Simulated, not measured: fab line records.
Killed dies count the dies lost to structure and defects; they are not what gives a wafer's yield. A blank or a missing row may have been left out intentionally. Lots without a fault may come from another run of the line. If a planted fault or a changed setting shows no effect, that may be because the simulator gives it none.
The same fault as seen by 3 desks | flow n5 finfet | what lay behind the numbers comes last; until then each desk has only its own

THE DEFECT DESK
Counts from the inspections along the route, per lot, as means over the sampled wafers that have a number. Marked OUT: a lot whose mean sits more than 4 standard deviations from the usual mean, which makes it out of limits; the brackets give that distance.
Columns: A = raw defect count at N5_PASSIVATION_INSPECT_64, usual 2.0
lot  | first seen here | A
L979 | day 12 04:10    | 2.7
L985 | day 13 08:56    | 3.0
L987 | day 13 21:51    | 0.5
L992 | day 14 20:25    | 3.0
L994 | day 15 10:35    | 2.0
L995 | day 15 11:59    | 2.3
L997 | day 17 17:54    | 2.3
Result from this desk: across the 7 lots, nothing is out of limits.

DESK OF THE TOOL OWNER: rie metal-03
The tool's own readings at N5_PASSIVATION_ETCH_59 (etches TaN in Cl2/BCl3, target depth 65 nm, time 34.9 s): means of the sampled wafers that have a number, for each lot that ran on this tool. Marked OUT: a lot whose mean sits more than 4 standard deviations from the usual mean, which makes it out of limits; the brackets give that distance.
Columns: A = drypump motor current A at N5_PASSIVATION_ETCH_59, usual 6.0 A; B = he backside leak sccm at N5_PASSIVATION_ETCH_59, usual 3.43 sccm; C = oes product au at N5_PASSIVATION_ETCH_59, usual 0.72 a.u.; D = throttle valve pct at N5_PASSIVATION_ETCH_59, usual 21.29 %
lot  | first seen here | A   | B    | C    | D
L985 | day 13 09:29    | 6.2 | 3.39 | 0.72 | 21.34
L987 | day 13 22:23    | 5.4 | 3.21 | 0.78 | 21.11
L992 | day 14 20:56    | 5.4 | 3.15 | 0.79 | 21.09
L997 | day 17 18:25    | 6.6 | 3.40 | 0.68 | 21.45
Result from this desk: across the 4 lots, nothing is out of limits.

METROLOGY DESK
Lot by lot, what the gauges showed, no matter which tool ran the lot: averages of those sampled wafers that carry a number. Marked OUT: a lot whose mean sits more than 4 standard deviations from the usual mean, which makes it out of limits; the brackets give that distance.
Columns: A = cd nm at N5_PASSIVATION_CD_MEAS_30, usual 3999.3 nm; B = PAD_OVL at N5_PASSIVATION_OVL_MEAS_63, usual 5 nm
lot  | first seen here | A      | B
L979 | day 12 04:07    | 3997.5 | 3
L985 | day 13 08:53    | 3998.6 | 12
L987 | day 13 21:48    | 3998.4 | 2
L992 | day 14 20:21    | 4001.2 | 2
L994 | day 15 10:32    | 4001.8 | 3
L995 | day 15 11:56    | 3998.7 | -1
L997 | day 17 17:50    | 3998.3 | 2
Result from this desk: across the 7 lots, nothing is out of limits.

TAKEN TOGETHER
No out-of-limits result turned up at the defect desk.
The desk of the tool owner found nothing out of limits.
At the metrology desk, nothing out of limits was observed.

WHAT HAD BEEN PUT IN BY THE SIMULATOR
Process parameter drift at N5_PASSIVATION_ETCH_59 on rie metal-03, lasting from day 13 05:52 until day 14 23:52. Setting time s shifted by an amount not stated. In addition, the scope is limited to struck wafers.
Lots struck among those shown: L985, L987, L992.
